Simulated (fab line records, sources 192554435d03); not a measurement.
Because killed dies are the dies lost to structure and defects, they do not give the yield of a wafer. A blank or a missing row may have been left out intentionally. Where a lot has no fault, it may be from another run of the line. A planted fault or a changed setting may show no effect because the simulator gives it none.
Which tool did it?	flow n5-finfet	72 wafers from 24 lots sampled at 6 of the route's 1938 steps

WHAT THE GAUGES SHOWED, per wafer
N5_BEOL_M5_OVL_MEAS_12.
lot	measured	on	M5_OVL (nm)
L074	day 11 01:12	overlay-02	0.9 0.4 0.7
L077	day 11 23:32	overlay-01	-0.3 -0.1 -0.1
L076	day 12 07:52	overlay-02	2.1 1.2 2.1
L075	day 12 12:11	overlay-02	0.4 0.6 -0.2
L080	day 12 16:25	overlay-01	0.1 0.8 -0.3
L078	day 12 19:36	overlay-02	0.1 0.9 1.2
L082	day 13 01:22	overlay-01	-1.2 -0.4 0.0
L079	day 13 03:47	overlay-01	1.3 -0.1 0.6
L086	day 13 12:09	overlay-01	-0.7 0.0 -0.2
L084	day 13 18:58	overlay-01	0.7 1.6 0.9
L081	day 14 01:56	overlay-01	-1.2 -0.6 -0.9
L083	day 14 05:18	overlay-01	-0.6 -0.9 -0.3
L085	day 14 08:52	overlay-01	-0.1 0.3 -0.9
L090	day 14 20:05	overlay-01	0.4 -0.2 0.0
L089	day 15 19:34	overlay-01	1.2 1.7 1.9
L087	day 15 20:53	overlay-02	0.4 -0.6 0.0
L088	day 15 22:35	overlay-01	0.7 -0.3 0.2
L091	day 16 01:41	overlay-01	1.4 -0.4 0.9
L092	day 16 03:22	overlay-01	0.6 -0.2 -0.3
L094	day 16 04:55	overlay-02	0.3 0.3 -0.1
L096	day 16 10:15	overlay-01	0.2 -0.3 -1.0
L093	day 17 06:39	overlay-01	0.4 -0.8 0.5
L095	day 17 08:44	overlay-02	0.6 -0.2 0.1
L097	day 17 12:23	overlay-01	0.0 0.3 0.5

TOOL THAT RAN EACH LOT (tool first, then ch and the chambers of the sampled wafers, then the start)
lot	N5_BEOL_M4_ETCH_70	N5_BEOL_M4_STRIP_36	N5_BEOL_M4_SURFACE_TREAT_85	N5_BEOL_M4_ANNEAL_49	N5_BEOL_M4_ANNEAL_82
L074	rie-diel-01 ch 0,1,2, day 10 14:52	rie-diel-01 ch 0,1,2, day 10 15:02	pvd-sputter-01, day 10 15:54	pvd-sputter-01, day 10 17:58	pvd-sputter-01, day 10 18:24
L077	rie-diel-01 ch 0,1,2, day 11 15:04	rie-diel-01 ch 0,1,2, day 11 15:14	pvd-sputter-03, day 11 16:10	pvd-sputter-03, day 11 17:08	pvd-sputter-03, day 11 17:35
L076	rie-diel-03 ch 1,2, day 11 20:54	rie-diel-03 ch 1,2, day 11 21:04	pvd-sputter-03, day 11 23:14	pvd-sputter-03, day 11 23:33	pvd-sputter-03, day 11 23:59
L075	rie-diel-01 ch 0,1,2, day 12 01:37	rie-diel-01 ch 0,1,2, day 12 01:46	pvd-sputter-03, day 12 02:56	pvd-sputter-01, day 12 04:55	pvd-sputter-01, day 12 05:22
L080	rie-diel-01 ch 0,1,2, day 12 07:11	rie-diel-01 ch 0,1,2, day 12 07:21	pvd-sputter-02, day 12 08:46	pvd-sputter-03, day 12 10:44	pvd-sputter-03, day 12 11:11
L078	rie-diel-01 ch 2,3, day 12 12:00	rie-diel-01 ch 2,3, day 12 12:10	pvd-sputter-02, day 12 13:32	pvd-sputter-02, day 12 13:56	pvd-sputter-02, day 12 14:22
L082	rie-diel-04 ch 0,3, day 12 17:53	rie-diel-04 ch 0,3, day 12 18:02	pvd-sputter-02, day 12 19:28	pvd-sputter-01, day 12 19:46	pvd-sputter-01, day 12 20:13
L079	rie-diel-01 ch 0,2,3, day 12 19:35	rie-diel-01 ch 0,2,3, day 12 19:46	pvd-sputter-03, day 12 21:47	pvd-sputter-03, day 12 22:05	pvd-sputter-03, day 12 22:31
L086	rie-diel-01 ch 0,1,3, day 13 04:11	rie-diel-01 ch 0,1,3, day 13 04:21	pvd-sputter-03, day 13 05:44	pvd-sputter-02, day 13 06:12	pvd-sputter-02, day 13 06:40
L084	rie-diel-01 ch 1,2, day 13 11:02	rie-diel-01 ch 1,2, day 13 11:12	pvd-sputter-03, day 13 12:31	pvd-sputter-02, day 13 12:55	pvd-sputter-02, day 13 13:24
L081	rie-diel-01 ch 0,3, day 13 17:07	rie-diel-01 ch 0,3, day 13 17:17	pvd-sputter-03, day 13 19:01	pvd-sputter-03, day 13 19:31	pvd-sputter-03, day 13 19:58
L083	rie-diel-01 ch 1,2,3, day 13 20:50	rie-diel-01 ch 1,2,3, day 13 21:01	pvd-sputter-01, day 13 22:21	pvd-sputter-01, day 13 22:40	pvd-sputter-01, day 13 23:07
L085	rie-diel-04 ch 0,2,3, day 14 00:31	rie-diel-04 ch 0,2,3, day 14 00:40	pvd-sputter-03, day 14 02:02	pvd-sputter-02, day 14 02:38	pvd-sputter-02, day 14 03:04
L090	rie-diel-01 ch 0,2,3, day 14 12:32	rie-diel-01 ch 0,2,3, day 14 12:42	pvd-sputter-03, day 14 14:07	pvd-sputter-01, day 14 14:39	pvd-sputter-01, day 14 15:05
L089	rie-diel-04 ch 0,1,2, day 15 03:42	rie-diel-04 ch 0,1,2, day 15 03:52	pvd-sputter-02, day 15 05:18	pvd-sputter-03, day 15 05:49	pvd-sputter-03, day 15 06:15
L087	rie-diel-01 ch 0,1,3, day 15 03:49	rie-diel-01 ch 0,1,3, day 15 03:59	pvd-sputter-03, day 15 05:22	pvd-sputter-01, day 15 05:55	pvd-sputter-01, day 15 06:21
L088	rie-diel-03 ch 1,2,3, day 15 03:50	rie-diel-03 ch 1,3, day 15 04:05	pvd-sputter-01, day 15 05:43	pvd-sputter-02, day 15 07:16	pvd-sputter-02, day 15 07:42
L091	rie-diel-03 ch 1,2,3, day 15 14:22	rie-diel-03 ch 1,2,3, day 15 14:32	pvd-sputter-02, day 15 15:37	pvd-sputter-02, day 15 16:02	pvd-sputter-02, day 15 16:29
L092	rie-diel-01 ch 0,2, day 15 14:36	rie-diel-01 ch 0,2, day 15 14:46	pvd-sputter-02, day 15 15:40	pvd-sputter-03, day 15 16:35	pvd-sputter-03, day 15 17:01
L094	rie-diel-03 ch 0,1,2, day 15 18:39	rie-diel-03 ch 0,1,2, day 15 18:49	pvd-sputter-01, day 15 19:34	pvd-sputter-01, day 15 19:53	pvd-sputter-01, day 15 20:20
L096	rie-diel-01 ch 1,2, day 16 00:25	rie-diel-01 ch 1,2, day 16 00:34	pvd-sputter-02, day 16 01:19	pvd-sputter-02, day 16 01:38	pvd-sputter-02, day 16 02:05
L093	rie-diel-01 ch 1,3, day 17 00:04	rie-diel-01 ch 1,3, day 17 00:14	pvd-sputter-01, day 17 01:13	pvd-sputter-02, day 17 01:32	pvd-sputter-02, day 17 01:59
L095	rie-diel-01 ch 0,1,2, day 17 00:26	rie-diel-01 ch 0,1,2, day 17 00:35	pvd-sputter-01, day 17 01:36	pvd-sputter-01, day 17 02:02	pvd-sputter-01, day 17 02:29
L097	rie-diel-01 ch 0,1,2, day 17 05:06	rie-diel-01 ch 0,1,2, day 17 05:16	pvd-sputter-02, day 17 06:04	pvd-sputter-03, day 17 06:53	pvd-sputter-03, day 17 07:20
- N5_BEOL_M4_ETCH_70: etches SOC in N2/H2, target depth 80 nm, overetch 24 nm, time 130 s.
- N5_BEOL_M4_STRIP_36: strips in N2/H2.
- N5_BEOL_M4_SURFACE_TREAT_85
- N5_BEOL_M4_ANNEAL_49: time 240 s.
- N5_BEOL_M4_ANNEAL_82: time 240 s.

AS READ BY THE TOOLS THEMSELVES (means over the sampled wafers that have a number; for cases with no such wafer, the mark the record gives instead)
N5_BEOL_M4_ETCH_70.
lot	tool	drypump-motor-current-A (A)	oes-product-au (a.u.)	rf-vpp-V (V)	showerhead-plenum-p-Torr (Torr)	throttle-valve-pct (%)
L074	rie-diel-01	5.65	0.58	523.3	2.56	18.0
L077	rie-diel-01	5.67	0.58	524.1	2.55	18.0
L076	rie-diel-03	5.83	0.56	523.2	2.49	18.0
L075	rie-diel-01	5.64	0.57	524.1	2.55	18.0
L080	rie-diel-01	5.65	0.57	523.8	2.55	18.0
L078	rie-diel-01	5.72	0.58	523.1	2.52	18.1
L082	rie-diel-04	5.46	0.57	525.6	2.58	18.1
L079	rie-diel-01	5.75	0.60	522.7	2.49	17.9
L086	rie-diel-01	5.73	0.62	523.6	2.53	17.8
L084	rie-diel-01	5.61	0.55	524.7	2.57	18.2
L081	rie-diel-01	5.78	0.60	521.1	2.46	17.7
L083	rie-diel-01	5.67	0.59	524.6	2.56	18.0
L085	rie-diel-04	5.52	0.61	525.0	2.57	17.9
L090	rie-diel-01	5.76	0.58	522.9	2.49	17.9
L089	rie-diel-04	5.73	0.64	523.2	2.52	17.7
L087	rie-diel-01	5.72	0.60	523.7	2.53	17.8
L088	rie-diel-03	5.81	0.54	521.8	2.48	17.8
L091	rie-diel-03	5.80	0.54	522.1	2.47	17.8
L092	rie-diel-01	5.72	0.56	522.4	2.47	18.0
L094	rie-diel-03	5.75	0.58	522.6	2.50	17.7
L096	rie-diel-01	5.62	0.54	524.8	2.56	18.3
L093	rie-diel-01	5.77	0.61	524.0	2.54	17.7
L095	rie-diel-01	5.63	0.55	524.3	2.54	18.1
L097	rie-diel-01	5.63	0.55	522.8	2.54	18.1

N5_BEOL_M4_STRIP_36.
lot	tool	drypump-motor-current-A (A)	oes-product-au (a.u.)	rf-vpp-V (V)	showerhead-plenum-p-Torr (Torr)	throttle-valve-pct (%)
L074	rie-diel-01	5.65	0.79	58.9	2.55	23.9
L077	rie-diel-01	5.63	0.78	58.9	2.55	23.9
L076	rie-diel-03	5.85	0.75	59.8	2.49	23.8
L075	rie-diel-01	5.64	0.78	59.0	2.55	23.9
L080	rie-diel-01	5.64	0.78	60.8	2.55	23.9
L078	rie-diel-01	5.70	0.79	59.0	2.52	24.0
L082	rie-diel-04	5.45	0.77	59.1	2.57	24.0
L079	rie-diel-01	5.76	0.81	59.0	2.49	23.7
L086	rie-diel-01	5.71	0.83	59.9	2.53	23.7
L084	rie-diel-01	5.60	0.74	57.5	2.57	24.2
L081	rie-diel-01	5.81	0.82	58.0	2.46	23.6
L083	rie-diel-01	5.69	0.80	59.0	2.56	23.9
L085	rie-diel-04	5.52	0.82	59.1	2.56	23.8
L090	rie-diel-01	5.74	0.79	58.0	2.48	23.8
L089	rie-diel-04	5.74	0.88	59.2	2.52	23.6
L087	rie-diel-01	5.74	0.81	60.1	2.52	23.6
L088	rie-diel-03	5.75	0.73	58.7	2.41	23.7
L091	rie-diel-03	5.80	0.71	59.6	2.47	23.6
L092	rie-diel-01	5.72	0.76	57.7	2.47	23.9
L094	rie-diel-03	5.75	0.78	58.7	2.49	23.5
L096	rie-diel-01	5.62	0.73	59.1	2.56	24.2
L093	rie-diel-01	5.77	0.82	58.8	2.53	23.6
L095	rie-diel-01	5.65	0.75	58.8	2.53	24.0
L097	rie-diel-01	5.64	0.74	60.1	2.53	24.0

N5_BEOL_M4_ANNEAL_49.
lot	tool	heater-power-w (W)
L074	pvd-sputter-01	814
L077	pvd-sputter-03	736
L076	pvd-sputter-03	790
L075	pvd-sputter-01	788
L080	pvd-sputter-03	780
L078	pvd-sputter-02	778
L082	pvd-sputter-01	814
L079	pvd-sputter-03	783
L086	pvd-sputter-02	719
L084	pvd-sputter-02	752
L081	pvd-sputter-03	694
L083	pvd-sputter-01	788
L085	pvd-sputter-02	750
L090	pvd-sputter-01	863
L089	pvd-sputter-03	759
L087	pvd-sputter-01	792
L088	pvd-sputter-02	730
L091	pvd-sputter-02	810
L092	pvd-sputter-03	787
L094	pvd-sputter-01	787
L096	pvd-sputter-02	779
L093	pvd-sputter-02	787
L095	pvd-sputter-01	809
L097	pvd-sputter-03	826

N5_BEOL_M4_ANNEAL_82.
lot	tool	heater-power-w (W)
L074	pvd-sputter-01	804
L077	pvd-sputter-03	745
L076	pvd-sputter-03	791
L075	pvd-sputter-01	779
L080	pvd-sputter-03	784
L078	pvd-sputter-02	768
L082	pvd-sputter-01	807
L079	pvd-sputter-03	768
L086	pvd-sputter-02	714
L084	pvd-sputter-02	749
L081	pvd-sputter-03	700
L083	pvd-sputter-01	795
L085	pvd-sputter-02	767
L090	pvd-sputter-01	869
L089	pvd-sputter-03	769
L087	pvd-sputter-01	795
L088	pvd-sputter-02	721
L091	pvd-sputter-02	805
L092	pvd-sputter-03	796
L094	pvd-sputter-01	791
L096	pvd-sputter-02	778
L093	pvd-sputter-02	771
L095	pvd-sputter-01	812
L097	pvd-sputter-03	818

THE ANSWER, worked out from the rows above alone
Rule: what is usual is taken from the lots themselves. The widest of any qualifying gaps counts: lots, ordered by their means at a reading, are off when they make up no more than a third of the lots, leave a main group of 4 or more, and stand apart from it by 3 or more times the standard deviation of that group's means. The tables above print the reading to a certain number of digits; a main group whose means all agree to those digits is not used. A lot without any number at a reading at which 4 lots or more have one is off too. Where the step has rows for the other lots, those lots are counted as sound. Order of review: gauges by route order, followed by the tools' own readings, for which a lot's mean as printed above is used. The first step at which some lot is off is used, and at that step the reading that is off furthest; a lot without a number counts as furthest.
Across all readings shown, no lot is off: no conclusion can be drawn from this.

WHAT WAS PUT IN BY THE SIMULATOR
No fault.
